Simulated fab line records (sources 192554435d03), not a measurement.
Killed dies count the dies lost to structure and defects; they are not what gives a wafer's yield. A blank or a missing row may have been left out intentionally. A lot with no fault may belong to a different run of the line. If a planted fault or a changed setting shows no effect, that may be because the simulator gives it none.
fab line records    flow n5Finfet
[record] lots = 9  wafers = 26  lastDay = 24
route steps=1938 shown STI_FIN_REVEAL@200 DUMMY_GATE@218 SPACER0@261 SD_EPI_N@272 BEOL_M4@1111 PASSIVATION@1936
lots with no fault: from the same line, run without faults
startH: start of the lot's first displayed wafer, in hours after the record's first day    waitH: time in hours since the lot's previous step    " the same as in the row above    L1.1+2: several wafers, shown together as one row    - no value present, or no start provided    * or withheld: withheld    < > ~ a bound
route shown NAME@n: a module of which the file shows steps, and the number in the route of the first    usual: the fault-free wafers' mean and standard deviation    same: alike in all rows    chamber/n: place in a boat    sites: the reading at each site    _std_site: how widely they spread, as a standard deviation    _edge_site: inner sites' mean taken away from outer sites' mean    radiusMm: for every site, how far away it sits from the centre of the wafer    mask NAME#n: copy n    behind: the tool/chamber that last shaped the wafer    hold: why the lot was held/for how many hours/how that ended    device: names the non-switching transistor (n, p or np)    end of line: tests run on the same wafers once the route is complete    a step without rows: its recipe alone    killed: at the first sort, the dies lost to defects and structure; wafer yield is something else    map: per-die view of a wafer (x killed, . not killed, _ where there is no die)
set.NAME: setting as actually run; set.NAME@STEP: the setting as run at that earlier step    model.NAME: the simulator's own value behind a step, which no gauge read
a sample of lots followed through the steps of the route, with each step as a table and each wafer as a row
services: the hour from which a tool's chamber was out of use, counted from the record's first day as startH (under 0 if before that day), plus the number of hours and why
[[steps]]
[step N5_STI_FIN_REVEAL_OXIDATION_31]
[recipe] chemistry = O2_PLASMA_REMOTE  tempC = 150  timeS = 20  pressureMtorr = 1000  sourcePowerW = 2000  o2FlowSccm = 3000
[usual] drypumpMotorCurrentA = 5.9/0.34  heaterPowerW = 154/9.8
[same] timeS = 20
lot.wafer  tool            chamber  startH  waitH  drypumpMotorCurrentA  heaterPowerW  rfHoursCounterH
L964.2     plasmaAsher-02  0        54.19   0.0    5.3                   171           74
L964.3     "               0        "       "      5.2                   167           -
L964.6     "               0        "       "      5.2                   171           -
L969.1     plasmaAsher-01  1        84.41   0.1    5.9                   147           33
L969.5     "               1        "       "      5.9                   145           -
L969.6     "               0        "       "      6.2                   149           -
L971.1     plasmaAsher-02  0        97.02   0.0    5.3                   175           84
L971.2     "               1        "       "      5.9                   157           84
L971.3     "               1        "       "      5.9                   154           -
L972.1     plasmaAsher-01  0        102.93  0.0    6.2                   151           36
L972.4     "               0        "       "      6.2                   143           -
L972.5     "               0        "       "      6.2                   147           -
L977.2     plasmaAsher-02  0        132.54  0.0    5.3                   171           91
L977.5     "               1        "       "      5.9                   158           -
L977.6     "               0        "       "      5.3                   172           -
L981.3     plasmaAsher-01  1        158.14  0.1    5.9                   148           -
L981.4     "               0        "       "      6.2                   148           -
L981.6     "               0        "       "      6.2                   148           -
L982.4     plasmaAsher-02  1        162.52  0.1    5.9                   154           -
L982.5     "               0        "       "      5.2                   167           -
L982.6     "               1        "       "      5.9                   155           -
L983.1     plasmaAsher-01  0        170.39  0.0    6.2                   145           49
L983.2     "               1        "       "      5.9                   143           49
L983.6     "               1        "       "      5.9                   145           -
L984.1     plasmaAsher-01  1        175.85  0.0    5.9                   147           50
L984.6     "               0        "       "      6.2                   146           -
[step N5_DUMMY_GATE_CMP_04]
[recipe] material = a-Si  postCmpClean = alkalineBrush
[usual] motorCurrentA = 9.9/0.68  padLifeWafers = 1168/670  slurryFlowMlMin = 150.0/0.46  timeToEndpointS = 14.3/2.5
lot.wafer  tool    chamber  startH  waitH  motorCurrentA  padLifeWafers  slurryFlowMlMin  timeToEndpointS
L964.2     cmp-03  1        58.98   0.1    10.0           133            149.8            16.9
L964.3     "       3        "       "      9.7            135            150.0            12.8
L964.6     "       0        "       "      9.0            -              149.4            10.4
L969.1     cmp-01  2        89.06   0.1    9.5            1778           148.5            16.9
L969.5     "       0        "       "      9.6            -              149.8            16.4
L969.6     "       1        "       "      10.0           -              150.2            11.9
L971.2     cmp-04  1        103.71  0.1    9.7            1507           149.5            14.5
L971.1     "       2        "       "      9.2            1508           150.2            12.8
L971.3     "       3        "       "      9.6            1509           149.9            14.2
L972.1     cmp-04  2        109.38  0.1    9.6            1550           150.2            13.0
L972.4     "       3        "       "      10.1           1551           150.1            15.8
L972.5     "       1        "       "      9.1            -              150.5            13.5
L977.2     cmp-04  2        137.70  0.0    9.7            1770           149.7            15.1
L977.6     "       2        "       "      9.5            -              149.6            14.6
L977.5     "       3        "       "      9.9            -              150.5            19.8
L981.4     cmp-04  1        163.71  0.1    9.5            2006           150.3            15.5
L981.3     "       2        "       "      9.3            2007           149.3            12.3
L981.6     "       0        "       "      11.2           -              149.8            11.4
L982.4     cmp-04  1        167.38  0.0    9.5            2046           150.8            15.0
L982.5     "       1        "       "      9.0            -              150.2            13.1
L982.6     "       2        "       "      9.1            -              149.8            13.5
L983.1     cmp-03  0        175.04  0.1    9.1            1064           150.1            15.7
L983.2     "       1        "       "      10.0           1065           148.9            16.4
L983.6     "       2        "       "      9.8            -              149.1            14.6
L984.1     cmp-03  0        180.45  0.1    9.0            1123           150.1            13.9
L984.6     "       3        "       "      10.8           -              150.4            13.5
[step N5_DUMMY_GATE_OVL_MEAS_16]
[recipe] pointsPerWafer = 522
[usual] GATE_OVL = -0.1/0.68
lot.wafer  tool        chamber  startH  waitH  GATE_OVL[nm]
L964.2     overlay-01  0        65.48   0.0    -1.1
L964.3     "           0        "       "      -0.8
L964.6     "           0        "       "      -0.9
L969.1     overlay-01  0        93.57   0.0    0.0
L969.5     "           0        "       "      0.4
L969.6     "           0        "       "      0.3
L971.1     overlay-02  0        108.27  0.0    0.2
L971.2     "           0        "       "      0.4
L971.3     "           0        "       "      1.1
L972.1     overlay-01  0        113.91  0.0    0.9
L972.4     "           0        "       "      0.9
L972.5     "           0        "       "      0.8
L977.2     overlay-01  0        142.41  0.0    0.4
L977.5     "           0        "       "      0.4
L977.6     "           0        "       "      0.2
L981.3     overlay-01  0        170.32  0.0    -1.4
L981.4     "           0        "       "      -0.9
L981.6     "           0        "       "      -0.5
L982.4     overlay-01  0        171.97  0.0    -1.3
L982.5     "           0        "       "      -0.6
L982.6     "           0        "       "      -1.4
L983.1     overlay-01  0        179.68  0.0    0.8
L983.2     "           0        "       "      -0.3
L983.6     "           0        "       "      0.7
L984.1     overlay-01  0        186.16  0.0    0.1
L984.6     "           0        "       "      -0.4
[step N5_DUMMY_GATE_INSPECT_17]
[recipe] mode = adi  inspectInstrument = brightfield
[usual] rawDefectCount = 200/58
lot.wafer  tool              chamber  startH  waitH  rawDefectCount
L964.2     defectInspect-01  -        65.53   0.0    131
L964.3     "                 -        "       "      163
L964.6     "                 -        "       "      131
L969.1     defectInspect-02  -        93.63   0.1    195
L969.5     "                 -        "       "      194
L969.6     "                 -        "       "      220
L971.1     defectInspect-01  -        108.33  0.1    229
L971.2     "                 -        "       "      271
L971.3     "                 -        "       "      273
L972.1     defectInspect-01  -        113.96  0.1    264
L972.4     "                 -        "       "      388
L972.5     "                 -        "       "      298
L977.2     defectInspect-02  -        142.46  0.0    421
L977.5     "                 -        "       "      388
L977.6     "                 -        "       "      420
L981.3     defectInspect-01  -        170.37  0.0    522
L981.4     "                 -        "       "      584
L981.6     "                 -        "       "      625
L982.4     defectInspect-01  -        172.01  0.0    507
L982.5     "                 -        "       "      436
L982.6     "                 -        "       "      554
L983.1     defectInspect-01  -        179.74  0.1    230
L983.2     "                 -        "       "      222
L983.6     "                 -        "       "      205
L984.1     defectInspect-01  -        186.22  0.1    148
L984.6     "                 -        "       "      161
[step N5_DUMMY_GATE_CD_MEAS_50]
[recipe] targetCdNm = 14
[usual] cdNm = 14.1/0.32
lot.wafer  tool      chamber  startH  waitH  cdNm
L964.2     cdSem-01  -        65.94   0.0    14.2
L964.3     "         -        "       "      14.0
L964.6     "         -        "       "      14.1
L969.1     cdSem-02  -        94.10   0.0    13.9
L969.5     "         -        "       "      13.8
L969.6     "         -        "       "      13.8
L971.1     cdSem-03  -        108.73  0.0    14.3
L971.2     "         -        "       "      14.3
L971.3     "         -        "       "      13.9
L972.1     cdSem-03  -        114.37  0.0    14.3
L972.4     "         -        "       "      14.2
L972.5     "         -        "       "      14.4
L977.2     cdSem-02  -        143.03  0.0    13.8
L977.5     "         -        "       "      14.3
L977.6     "         -        "       "      13.5
L981.3     cdSem-03  -        170.78  0.0    13.8
L981.4     "         -        "       "      14.1
L981.6     "         -        "       "      14.0
L982.4     cdSem-03  -        172.52  0.0    13.7
L982.5     "         -        "       "      14.3
L982.6     "         -        "       "      14.8
L983.1     cdSem-01  -        181.34  0.0    13.9
L983.2     "         -        "       "      14.1
L983.6     "         -        "       "      14.0
L984.1     cdSem-01  -        187.99  0.0    13.8
L984.6     "         -        "       "      13.9
[step N5_DUMMY_GATE_INSPECT_27]
[recipe] inspectInstrument = brightfield  mode = aei
[usual] rawDefectCount = 306/77
lot.wafer  tool              chamber  startH  waitH  rawDefectCount
L964.2     defectInspect-01  -        66.72   0.0    216
L964.3     "                 -        "       "      297
L964.6     "                 -        "       "      185
L969.1     defectInspect-01  -        95.26   0.0    303
L969.5     "                 -        "       "      328
L969.6     "                 -        "       "      422
L971.1     defectInspect-01  -        109.79  0.0    311
L971.2     "                 -        "       "      401
L971.3     "                 -        "       "      361
L972.1     defectInspect-02  -        115.15  0.0    351
L972.4     "                 -        "       "      516
L972.5     "                 -        "       "      385
L977.2     defectInspect-01  -        143.91  0.0    519
L977.5     "                 -        "       "      451
L977.6     "                 -        "       "      513
L981.3     defectInspect-02  -        171.68  0.0    592
L981.4     "                 -        "       "      686
L981.6     "                 -        "       "      708
L982.4     defectInspect-01  -        173.29  0.0    640
L982.5     "                 -        "       "      522
L982.6     "                 -        "       "      670
L983.1     defectInspect-02  -        182.50  0.0    324
L983.2     "                 -        "       "      288
L983.6     "                 -        "       "      254
L984.1     defectInspect-02  -        188.81  0.0    187
L984.6     "                 -        "       "      199
[step N5_SPACER0_INSPECT_04]
[recipe] inspectInstrument = darkfield  mode = postDep
[usual] rawDefectCount = 142/39
lot.wafer  tool              chamber  startH  waitH  rawDefectCount
L964.2     defectInspect-02  -        68.57   0.1    81
L964.3     "                 -        "       "      114
L964.6     "                 -        "       "      71
L969.1     defectInspect-01  -        95.86   0.1    138
L969.5     "                 -        "       "      142
L969.6     "                 -        "       "      152
L971.1     defectInspect-02  -        110.39  0.1    130
L971.2     "                 -        "       "      172
L971.3     "                 -        "       "      132
L972.1     defectInspect-01  -        116.80  0.1    170
L972.4     "                 -        "       "      230
L972.5     "                 -        "       "      182
L977.2     defectInspect-01  -        144.51  0.1    418
L977.5     "                 -        "       "      401
L977.6     "                 -        "       "      380
L981.3     defectInspect-01  -        172.29  0.1    444
L981.4     "                 -        "       "      484
L981.6     "                 -        "       "      493
L982.4     defectInspect-02  -        173.89  0.1    381
L982.5     "                 -        "       "      380
L982.6     "                 -        "       "      449
L983.1     defectInspect-01  -        183.31  0.1    172
L983.2     "                 -        "       "      151
L983.6     "                 -        "       "      135
L984.1     defectInspect-02  -        190.75  0.1    148
L984.6     "                 -        "       "      115
[step N5_SD_EPI_N_INSPECT_11]
[recipe] mode = adi  inspectInstrument = macro
[usual] rawDefectCount = 1.9/1.4
lot.wafer  tool              chamber  startH  waitH  rawDefectCount
L964.2     defectInspect-01  -        68.90   0.0    4
L964.3     "                 -        "       "      2
L964.6     "                 -        "       "      2
L969.1     defectInspect-01  -        96.32   0.0    0
L969.5     "                 -        "       "      5
L969.6     "                 -        "       "      2
L971.1     defectInspect-01  -        110.72  0.0    1
L971.2     "                 -        "       "      0
L971.3     "                 -        "       "      0
L972.1     defectInspect-02  -        117.25  0.0    1
L972.4     "                 -        "       "      2
L972.5     "                 -        "       "      0
L977.2     defectInspect-02  -        144.97  0.0    291
L977.5     "                 -        "       "      299
L977.6     "                 -        "       "      282
L981.3     defectInspect-01  -        172.74  0.0    275
L981.4     "                 -        "       "      266
L981.6     "                 -        "       "      279
L982.4     defectInspect-02  -        174.22  0.0    276
L982.5     "                 -        "       "      264
L982.6     "                 -        "       "      300
L983.1     defectInspect-02  -        183.76  0.0    2
L983.2     "                 -        "       "      1
L983.6     "                 -        "       "      2
L984.1     defectInspect-02  -        191.21  0.0    1
L984.6     "                 -        "       "      1
[step N5_BEOL_M4_RC_MEAS_101]
[usual] DIBL_N = 35.8/1.6  DIBL_P = 35.6/2  IOFF_N = 0.15/0.031  IOFF_P = 0.20/0.033  ION_N = 668/12  ION_P = 459/6.8  SS_N = 71.4/0.53  SS_P = 73.1/0.63  VT_N = 250/3.5  VT_P = -251/3
lot.wafer  tool       chamber  startH  waitH  DIBL_N[mV/V]  DIBL_P[mV/V]  IOFF_N[nA/um]  IOFF_P[nA/um]  ION_N[uA/um]  ION_P[uA/um]  SS_N[mV/dec]  SS_P[mV/dec]  VT_N[mV]  VT_P[mV]
L964.2     prober-02  0        332.25  0.2    35.0          34.9          0.13           0.16           664           447           71.4          72.5          252       -256
L964.3     "          0        "       "      37.2          37.6          0.18           0.21           681           462           71.7          73.3          248       -254
L964.6     "          0        "       "      33.3          33.1          0.12           0.15           653           454           71.0          72.2          254       -256
L971.1     prober-01  0        332.49  0.0    34.4          34.3          0.13           0.19           660           462           70.7          73.0          252       -249
L971.2     "          0        "       "      33.6          33.3          0.11           0.17           649           458           70.8          72.6          255       -253
L971.3     "          0        "       "      34.4          34.1          0.13           0.18           650           454           70.7          72.7          252       -253
L969.1     prober-01  0        390.94  0.0    36.9          37.6          0.16           0.21           680           470           71.3          73.9          251       -251
L969.5     "          0        "       "      35.9          36.5          0.14           0.19           666           454           71.4          73.9          252       -253
L969.6     "          0        "       "      35.8          36.0          0.15           0.19           677           464           71.4          73.5          252       -252
L972.1     prober-02  0        391.32  0.0    38.4          39.6          0.24           0.29           691           467           72.4          74.2          244       -246
L972.4     "          0        "       "      34.9          35.3          0.15           0.21           673           465           71.5          73.4          251       -251
L972.5     "          0        "       "      36.7          38.1          0.19           0.26           673           469           71.7          73.8          248       -247
L977.2     prober-01  0        404.51  0.2    37.5          37.2          0.17           0.22           679           461           71.5          73.1          246       -253
L977.5     "          0        "       "      35.6          34.8          0.14           0.19           659           454           71.2          73.4          251       -250
L977.6     "          0        "       "      36.9          36.1          0.16           0.21           680           462           71.5          73.6          249       -251
L982.4     prober-01  0        436.59  0.5    37.5          36.4          0.16           0.21           662           455           71.3          73.1          249       -249
L982.5     "          0        "       "      35.8          35.5          0.14           0.20           659           462           70.8          73.3          252       -251
L982.6     "          0        "       "      38.9          38.6          0.19           0.24           670           460           71.8          73.6          248       -247
L981.3     prober-01  0        460.24  0.3    38.2          37.8          0.17           0.23           669           455           72.1          73.5          249       -248
L981.4     "          0        "       "      37.8          36.4          0.16           0.20           659           456           72.2          74.3          248       -253
L981.6     "          0        "       "      35.0          33.0          0.11           0.16           663           457           71.0          72.4          254       -254
L983.1     prober-02  0        461.43  0.0    35.9          35.3          0.15           0.19           686           472           71.0          72.7          247       -250
L983.2     "          0        "       "      35.6          34.6          0.13           0.19           659           458           71.7          72.8          251       -251
L983.6     "          0        "       "      33.5          32.1          0.10           0.15           648           450           71.4          72.0          256       -255
L984.1     prober-01  0        468.03  0.0    38.3          39.7          0.23           0.28           708           480           71.9          73.8          243       -245
L984.6     "          0        "       "      38.3          39.2          0.22           0.27           685           465           71.4          74.4          244       -244
[step N5_PASSIVATION_PROBE_49]
[usual] defectLimitedYield = 90.7/1.5  killed_at_M0_to_M3 = 38/11  killed_at_M4_up = 15/5.5  killedAtContacts = 12/6  killedAtFrontEnd = 41/11  killedAtOther = 3.5/2.7  killedDies = 110/18  killedOnRim = 15/3.6  killedOpen = 72/13  killedShort = 35/8.7  sort_bin_5_function = 5.5/1.1  sort_bin_6_memory = 3.4/0.63  sortNPass = 1070/18  sortYieldPct = 90.7/1.5
[same] grossDies = 1180  killedAtBackSide = 0  sort_bin_4_leakage[%] = 0  sort_bin_8_speed[%] = 0
lot.wafer  tool       chamber  startH  waitH  defectLimitedYield[%]  killed_at_M0_to_M3  killed_at_M4_up  killedAtContacts  killedAtFrontEnd  killedAtOther  killedDies  killedOnRim  killedOpen  killedShort  sort_bin_5_function[%]  sort_bin_6_memory[%]  sortNPass  sortYieldPct[%]
L964.2     prober-02  -        440.79  0.1    89.2                   39                  25               9                 52                2              127         22           79          45           6.7                     3.6                   1053       89.2
L964.3     prober-02  -        440.84  0.1    88.9                   38                  22               3                 66                2              131         18           78          48           6.6                     4.2                   1049       88.9
L964.6     prober-02  -        440.99  0.3    90.5                   32                  16               7                 52                5              112         13           73          38           5.4                     3.8                   1068       90.5
L971.1     prober-01  -        474.20  0.0    93.0                   24                  11               11                33                4              83          13           57          24           3.6                     3.1                   1097       93.0
L971.2     prober-01  -        474.25  0.1    93.1                   29                  4                5                 42                2              82          6            54          28           3.6                     3.0                   1098       93.1
L971.3     prober-01  -        474.30  0.1    92.4                   34                  7                15                33                1              90          12           59          31           3.8                     3.3                   1090       92.4
L969.1     prober-02  -        510.90  0.0    89.2                   60                  22               10                31                5              128         16           85          35           6.2                     4.5                   1052       89.2
L969.5     prober-02  -        511.10  0.2    92.8                   37                  9                9                 26                4              85          11           60          25           4.5                     2.5                   1095       92.8
L969.6     prober-02  -        511.15  0.3    90.0                   39                  19               5                 52                3              118         19           88          29           6.2                     3.6                   1062       90.0
L972.1     prober-02  -        512.95  0.0    92.3                   30                  8                8                 45                0              91          12           64          27           5.3                     2.1                   1089       92.3
L972.4     prober-02  -        513.10  0.2    89.6                   36                  20               6                 57                4              123         17           87          36           5.8                     4.2                   1057       89.6
L972.5     prober-02  -        513.15  0.2    89.5                   53                  11               12                46                2              124         23           79          42           6.0                     4.0                   1056       89.5
L977.2     prober-01  -        524.48  0.1    71.1                   31                  18               7                 278               7              341         41           70          23           16.9                    10.5                  839        71.1
L977.5     prober-01  -        524.63  0.2    70.6                   42                  9                8                 281               7              347         48           70          29           18.3                    8.8                   833        70.6
L977.6     prober-01  -        524.68  0.3    71.4                   48                  16               12                259               2              337         48           74          27           18.2                    9.1                   843        71.4
L982.4     prober-01  -        550.42  0.2    72.9                   37                  7                5                 263               8              320         46           50          36           16.3                    9.1                   860        72.9
L982.5     prober-01  -        550.47  0.2    73.4                   32                  18               8                 249               7              314         36           56          32           16.9                    8.5                   866        73.4
L982.6     prober-01  -        550.52  0.3    72.1                   31                  19               16                259               4              329         40           62          29           17.5                    8.8                   851        72.1
L981.3     prober-01  -        564.50  0.1    72.7                   24                  14               20                260               4              322         42           63          44           16.4                    9.5                   858        72.7
L981.4     prober-01  -        564.55  0.2    73.9                   21                  14               14                253               6              308         35           63          28           16.0                    8.9                   872        73.9
L981.6     prober-01  -        564.65  0.3    72.7                   20                  15               10                269               8              322         41           49          29           16.8                    9.5                   858        72.7
L984.1     prober-02  -        572.01  0.0    91.0                   32                  21               9                 40                4              106         13           67          35           5.8                     2.5                   1074       91.0
L984.6     prober-02  -        572.26  0.3    89.5                   44                  17               11                44                8              124         18           83          41           5.8                     4.2                   1056       89.5
L983.1     prober-01  -        576.66  0.0    89.9                   43                  24               9                 43                0              119         16           79          38           6.7                     3.1                   1061       89.9
L983.2     prober-01  -        576.71  0.1    92.1                   35                  20               7                 29                2              93          14           66          27           4.4                     3.2                   1087       92.1
L983.6     prober-01  -        576.91  0.3    90.8                   46                  16               6                 38                3              109         15           75          31           5.7                     3.2                   1071       90.8
// killed by level:class
L964.2 FIN_SAQP:geometricParticle:short=19 FIN_SAQP:geometricParticle:open=14 BEOL_M0_SAQP:geometricParticle:open=9 BEOL_M4:geometricParticle:open=9 BEOL_M3:geometricParticle:open=8 BEOL_M5:geometricParticle:open=8 BEOL_M2:geometricParticle:open=7 MOL_CONTACT_COAG:geometricParticle:open=6
L964.3 FIN_SAQP:geometricParticle:open=20 FIN_SAQP:geometricParticle:short=15 DUMMY_GATE:geometricParticle:open=10 BEOL_M4:geometricParticle:open=8 BEOL_M0_SAQP:geometricParticle:open=6 BEOL_M0_SAQP:geometricParticle:short=6 BEOL_M1:geometricParticle:open=5 BEOL_M2:geometricParticle:open=5
L964.6 FIN_SAQP:geometricParticle:open=21 FIN_SAQP:geometricParticle:short=12 BEOL_M2:geometricParticle:open=9 BEOL_M4:geometricParticle:open=9 BEOL_M0_SAQP:geometricParticle:short=6 BEOL_M0_SAQP:geometricParticle:open=6 MOL_CONTACT_COAG:geometricParticle:open=5 BEOL_M1:geometricParticle:open=4
L971.1 FIN_SAQP:geometricParticle:open=11 MOL_CONTACT_COAG:geometricParticle:open=9 BEOL_M0_SAQP:geometricParticle:short=7 STI_FIN_REVEAL:geometricParticle:open=5 BEOL_M0_SAQP:geometricParticle:open=5 STARTING-WAFER:geometricParticle:short=5 FIN_SAQP:geometricParticle:short=4 BEOL_M2:geometricParticle:open=4
L971.2 FIN_SAQP:geometricParticle:open=13 FIN_SAQP:geometricParticle:short=10 BEOL_M3:geometricParticle:open=10 BEOL_M0_SAQP:geometricParticle:open=9 MOL_CONTACT_COAG:geometricParticle:open=5 BEOL_M2:geometricParticle:open=4 STARTING-WAFER:geometricParticle:short=4 STI_FIN_REVEAL:geometricParticle:open=3
L971.3 MOL_CONTACT_COAG:geometricParticle:open=15 STI_FIN_REVEAL:geometricParticle:open=9 BEOL_M0_SAQP:geometricParticle:open=8 BEOL_M3:geometricParticle:short=7 FIN_SAQP:geometricParticle:short=6 BEOL_M3:geometricParticle:open=6 FIN_SAQP:geometricParticle:open=5 BEOL_M0_SAQP:geometricParticle:short=4
L969.1 BEOL_M2:geometricParticle:open=16 BEOL_M4:geometricParticle:open=11 BEOL_M0:geometricParticle:open=10 BEOL_M0_SAQP:geometricParticle:open=9 MOL_CONTACT_COAG:geometricParticle:open=7 BEOL_M0_SAQP:geometricParticle:short=7 BEOL_M1:geometricParticle:open=6 BEOL_M2:geometricParticle:short=6
L969.5 BEOL_M2:geometricParticle:open=10 MOL_CONTACT_COAG:geometricParticle:open=7 BEOL_M0:geometricParticle:open=7 BEOL_M0_SAQP:geometricParticle:open=6 BEOL_M3:geometricParticle:open=6 STARTING-WAFER:geometricParticle:short=6 DUMMY_GATE:geometricParticle:open=5 BEOL_M0_SAQP:geometricParticle:short=5
L969.6 FIN_SAQP:geometricParticle:open=13 BEOL_M2:geometricParticle:open=13 DUMMY_GATE:geometricParticle:open=12 BEOL_M4:geometricParticle:open=11 STI_FIN_REVEAL:geometricParticle:open=8 BEOL_M1:geometricParticle:open=6 MOL_CONTACT_COAG:geometricParticle:open=4 FIN_SAQP:geometricParticle:short=3
L972.1 FIN_SAQP:geometricParticle:open=10 MOL_CONTACT_COAG:geometricParticle:open=8 BEOL_M0_SAQP:geometricParticle:open=6 GATE_CUT:geometricParticle:open=6 BEOL_M3:geometricParticle:open=6 FIN_SAQP:geometricParticle:short=5 ILD0:geometricParticle:open=5 ILD0:geometricParticle:short=4
L972.4 STI_FIN_REVEAL:geometricParticle:open=11 FIN_SAQP:geometricParticle:open=10 BEOL_M0_SAQP:geometricParticle:short=8 FIN_SAQP:geometricParticle:short=7 BEOL_M3:geometricParticle:open=7 BEOL_M2:geometricParticle:open=6 MOL_CONTACT_COAG:geometricParticle:open=6 BEOL_M0_SAQP:geometricParticle:open=6
L972.5 BEOL_M0_SAQP:geometricParticle:short=13 BEOL_M0_SAQP:geometricParticle:open=11 BEOL_M1:geometricParticle:open=10 FIN_SAQP:geometricParticle:open=9 BEOL_M3:geometricParticle:open=9 GATE_CUT:geometricParticle:open=8 MOL_CONTACT_COAG:geometricParticle:open=7 FIN_SAQP:geometricParticle:short=6
L977.2 DUMMY_GATE:unspecified=242 FIN_SAQP:geometricParticle:open=10 BEOL_M3:geometricParticle:open=8 BEOL_M4:geometricParticle:open=8 FIN_SAQP:geometricParticle:short=6 MOL_CONTACT_COAG:geometricParticle:open=5 BEOL_M7:geometricParticle:open=5 HKMG_FIN:areaEtch=5
L977.5 DUMMY_GATE:unspecified=245 FIN_SAQP:geometricParticle:open=14 BEOL_M1:geometricParticle:open=10 BEOL_M0_SAQP:geometricParticle:short=9 BEOL_M3:geometricParticle:open=8 BEOL_M0_SAQP:geometricParticle:open=7 BEOL_M4:geometricParticle:open=7 GATE_CUT:geometricParticle:short=6
L977.6 DUMMY_GATE:unspecified=236 BEOL_M1:geometricParticle:open=18 BEOL_M4:geometricParticle:open=11 FIN_SAQP:geometricParticle:open=10 MOL_CONTACT_COAG:geometricParticle:open=10 BEOL_M3:geometricParticle:open=8 BEOL_M0_SAQP:geometricParticle:short=7 BEOL_M0_SAQP:geometricParticle:open=7
L982.4 DUMMY_GATE:unspecified=229 BEOL_M0_SAQP:geometricParticle:open=12 BEOL_M0_SAQP:geometricParticle:short=11 GATE_CUT:geometricParticle:short=8 BEOL_M2:geometricParticle:open=8 DUMMY_GATE:geometricParticle:short=4 BEOL_M4:geometricParticle:open=4 MIM_TOP:geometricParticle:open=4
L982.5 DUMMY_GATE:unspecified=222 BEOL_M0_SAQP:geometricParticle:short=9 BEOL_M4:geometricParticle:open=8 STI_FIN_REVEAL:geometricParticle:open=7 BEOL_M2:geometricParticle:open=7 BEOL_M3:geometricParticle:open=7 BEOL_M0_SAQP:geometricParticle:open=5 FIN_SAQP:geometricParticle:open=4
L982.6 DUMMY_GATE:unspecified=236 MOL_CONTACT_COAG:geometricParticle:open=14 BEOL_M4:geometricParticle:open=11 BEOL_M0_SAQP:geometricParticle:short=9 BEOL_M2:geometricParticle:open=8 FIN_SAQP:geometricParticle:open=5 GATE_CUT:geometricParticle:short=5 BEOL_M0_SAQP:geometricParticle:open=5
L981.3 DUMMY_GATE:unspecified=213 MOL_CONTACT_COAG:geometricParticle:open=14 FIN_SAQP:geometricParticle:short=13 FIN_SAQP:geometricParticle:open=8 BEOL_M2:geometricParticle:open=7 STI_FIN_REVEAL:geometricParticle:open=6 MOL_CONTACT_COAG:geometricParticle:short=6 GATE_CUT:geometricParticle:short=5
L981.4 DUMMY_GATE:unspecified=217 MOL_CONTACT_COAG:geometricParticle:open=12 STI_FIN_REVEAL:geometricParticle:open=9 FIN_SAQP:geometricParticle:open=8 BEOL_M0_SAQP:geometricParticle:open=6 BEOL_M0_SAQP:geometricParticle:short=6 BEOL_M4:geometricParticle:open=6 FIN_SAQP:geometricParticle:short=5
L981.6 DUMMY_GATE:unspecified=244 MOL_CONTACT_COAG:geometricParticle:open=9 FIN_SAQP:geometricParticle:short=5 GATE_CUT:geometricParticle:open=5 STI_FIN_REVEAL:geometricParticle:open=4 BEOL_M4:geometricParticle:open=4 BEOL_M0_SAQP:geometricParticle:short=4 BEOL_M0_SAQP:geometricParticle:open=4
L984.1 FIN_SAQP:geometricParticle:short=10 FIN_SAQP:geometricParticle:open=10 BEOL_M4:geometricParticle:open=9 BEOL_M2:geometricParticle:open=9 BEOL_M3:geometricParticle:open=9 MOL_CONTACT_COAG:geometricParticle:open=7 BEOL_M0_SAQP:geometricParticle:short=4 BEOL_M1:geometricParticle:open=4
L984.6 BEOL_M0_SAQP:geometricParticle:short=18 FIN_SAQP:geometricParticle:open=10 BEOL_M0_SAQP:geometricParticle:open=10 MOL_CONTACT_COAG:geometricParticle:open=9 STI_FIN_REVEAL:geometricParticle:open=8 BEOL_M3:geometricParticle:open=8 GATE_CUT:geometricParticle:short=6 DUMMY_GATE:geometricParticle:open=6
L983.1 BEOL_M1:geometricParticle:open=16 BEOL_M4:geometricParticle:open=11 FIN_SAQP:geometricParticle:short=10 MOL_CONTACT_COAG:geometricParticle:open=8 STI_FIN_REVEAL:geometricParticle:open=7 BEOL_M3:geometricParticle:open=6 BEOL_M0_SAQP:geometricParticle:open=5 BEOL_M0_SAQP:geometricParticle:short=5
L983.2 BEOL_M4:geometricParticle:open=10 BEOL_M1:geometricParticle:open=7 BEOL_M2:geometricParticle:open=6 BEOL_M0:geometricParticle:open=6 STI_FIN_REVEAL:geometricParticle:open=5 MOL_CONTACT_COAG:geometricParticle:open=5 BEOL_M3:geometricParticle:open=4 FIN_SAQP:geometricParticle:open=3
L983.6 BEOL_M0_SAQP:geometricParticle:open=12 BEOL_M0_SAQP:geometricParticle:short=10 DUMMY_GATE:geometricParticle:open=9 BEOL_M1:geometricParticle:open=9 BEOL_M4:geometricParticle:open=8 STI_FIN_REVEAL:geometricParticle:open=7 BEOL_M2:geometricParticle:open=7 BEOL_M3:geometricParticle:open=5
[[services]]
tool            chamber  startH  hours  kind
cmp-01          -        33.65   0.9    repair
cmp-03          -        34.00   4.0    pm
cmp-03          -        38.00   -      consumableReplace:conditioner
cmp-03          -        38.00   -      consumableReplace:pad
cmp-04          -        66.38   0.2    repair
cmp-01          -        95.34   0.8    repair
cmp-01          -        114.53  0.8    repair
cmp-01          -        118.00  4.0    pm
cmp-01          -        122.00  -      consumableReplace:conditioner
cmp-01          -        122.00  -      consumableReplace:pad
cmp-03          -        123.31  2.1    repair
cmp-03          -        129.53  6.1    pm
cmp-01          -        141.28  0.9    repair
cmp-01          -        143.76  0.4    repair
plasmaAsher-01  -        147.21  5.7    repair
cmp-04          -        155.94  0.8    repair
cmp-04          -        159.05  0.4    repair
cmp-04          -        168.52  4.0    pm
[[key]]
[firstSign] step = N5_DUMMY_GATE_INSPECT_17  reading = rawDefectCount  direction = up  sigmas = 5  usual = 200  struck = 495
[effect] step = N5_DUMMY_GATE_INSPECT_27  reading = rawDefectCount  direction = up  sigmas = 3.7  usual = 306  struck = 589
[effect] step = N5_SPACER0_INSPECT_04  reading = rawDefectCount  direction = up  sigmas = 7.2  usual = 142  struck = 426
[effect] step = N5_SD_EPI_N_INSPECT_11  reading = rawDefectCount  direction = up  sigmas = 99+  usual = 1.9  struck = 281.3
[effect] step = N5_PASSIVATION_PROBE_49  reading = killedAtFrontEnd  direction = up  sigmas = 21  usual = 41  struck = 263
[moreKillsBornAt] N5_DUMMY_GATE_CMP_04@cmp-04 = 2084
metAt N5_DUMMY_GATE_CMP_04
struckLots L977,L981,L982
notActingAt N5_STI_FIN_REVEAL_OXIDATION_31,N5_DUMMY_GATE_OVL_MEAS_16,N5_DUMMY_GATE_CD_MEAS_50
onsetBetween 109.38 137.70
[fault] kind = chamberParticleSource  tool = cmp-04  chamber = -  onsetH = 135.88  steps = N5_DUMMY_GATE_CMP_04  ratePerVisitCm2 = 0.43226  endH = 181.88
